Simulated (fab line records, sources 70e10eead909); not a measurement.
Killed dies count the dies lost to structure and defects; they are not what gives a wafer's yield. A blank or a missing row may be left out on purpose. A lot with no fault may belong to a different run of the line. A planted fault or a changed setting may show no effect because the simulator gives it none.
Comparing a struck lot with a sound one -- flow nand-harc -- 17 steps out of a route of 1159
Sound: the wafers L652.1, L652.4, L652.6. The struck wafers were L657.3, L657.4, L657.5. Last of all comes the cause.
For every step that has rows: the tool of each side, followed by ch and its chambers, followed by its first start. Under that, the readings that differ: sound wafers -- struck wafers -- difference of the means -- sigmas: that difference in standard deviations of wafers without a fault.
alike: same words and numbers on both sides, and readings whose means sit less than 2 such deviations apart. not compared: any withheld reading, any reading some wafer has no value for, any bound like >300 that may hide the same value, and any number with overlapping values for which the record gives no deviation.
A row with sigmas, a row that says differs or no value, or rows on one side alone: a step with any of these is where the two part. Numbers that don't overlap but have no deviation are shown without sigmas and don't part them. Lack of a reading on every wafer of one side parts them only where that side has two or more wafers.

NHARC_P_GATE_CD_MEAS_46: the cd target is 720 nm.
  sound on cd-sem-02 ch 0, day 7 04:19; struck on cd-sem-01 ch 0, day 8 16:01
  alike: cd-nm
then, 1 step without rows for these wafers: NHARC_P_GATE_HARDBAKE_47 (time 80 s).
NHARC_P_GATE_DESCUM_48: chemistry O2, time 3 s.
  sound on rie-diel-05 ch 0,1,2, day 7 04:30; struck on rie-diel-05 ch 1,3, day 8 16:11
  alike: drypump-motor-current-A, oes-product-au, rf-vpp-V, showerhead-plenum-p-Torr, throttle-valve-pct
  not compared: rf-hours-counter-h
then, 1 step without rows for these wafers: NHARC_P_GATE_IMPLANT_49.
NHARC_P_GATE_STRIP_111: strips in N2/H2, time 250 s.
  sound on plasma-asher-01 ch 0,1, day 7 04:51; struck on plasma-asher-01 ch 0,1, day 8 16:38
  alike: drypump-motor-current-A, heater-power-w
  not compared: rf-hours-counter-h
NHARC_P_GATE_STRIP_75: strips in O2.
  sound on plasma-asher-01 ch 0,1, day 7 05:09; struck on plasma-asher-01 ch 0,1, day 8 16:52
  alike: drypump-motor-current-A, heater-power-w
  not compared: rf-hours-counter-h
then, 6 steps without rows for these wafers: NHARC_P_GATE_STRIP_50 (strips in SPM, time 900 s); NHARC_P_GATE_DEHYDRATE_51 (time 120 s); NHARC_P_GATE_HMDS_52 (time 30 s); NHARC_P_GATE_COAT_53; NHARC_P_GATE_SOFTBAKE_54 (time 95 s); NHARC_P_GATE_EBR_55.
NHARC_P_GATE_EXPOSE_56: exposes mask P PSD, target cd 720 nm.
  sound on krf-scanner-01 ch 0, day 7 05:48; struck on krf-scanner-01 ch 0, day 8 17:31
reading,sound,struck,difference,sigmas
mask,P_PSD#0 P_PSD#0 P_PSD#0,P_NSD#0 P_NSD#0 P_NSD#0,differs,
then, 2 steps without rows for these wafers: NHARC_P_GATE_PEB_57 (peb time 85 s); NHARC_P_GATE_DEVELOP_58 (time 70 s).
NHARC_P_GATE_CD_MEAS_59: the cd target is 720 nm.
  sound on cd-sem-03 ch 0, day 7 05:58; struck on cd-sem-01 ch 0, day 8 17:40
reading,sound,struck,difference,sigmas
cd-nm (nm),719.2 714.7 716.4,- - -,no value on the struck wafers,
then, 1 step without rows for these wafers: NHARC_P_GATE_HARDBAKE_60 (time 80 s).

## WHERE THEY PART
At NHARC_P_GATE_EXPOSE_56 first; at NHARC_P_GATE_CD_MEAS_59 last (within this record only).

WHY: what the simulator had put in
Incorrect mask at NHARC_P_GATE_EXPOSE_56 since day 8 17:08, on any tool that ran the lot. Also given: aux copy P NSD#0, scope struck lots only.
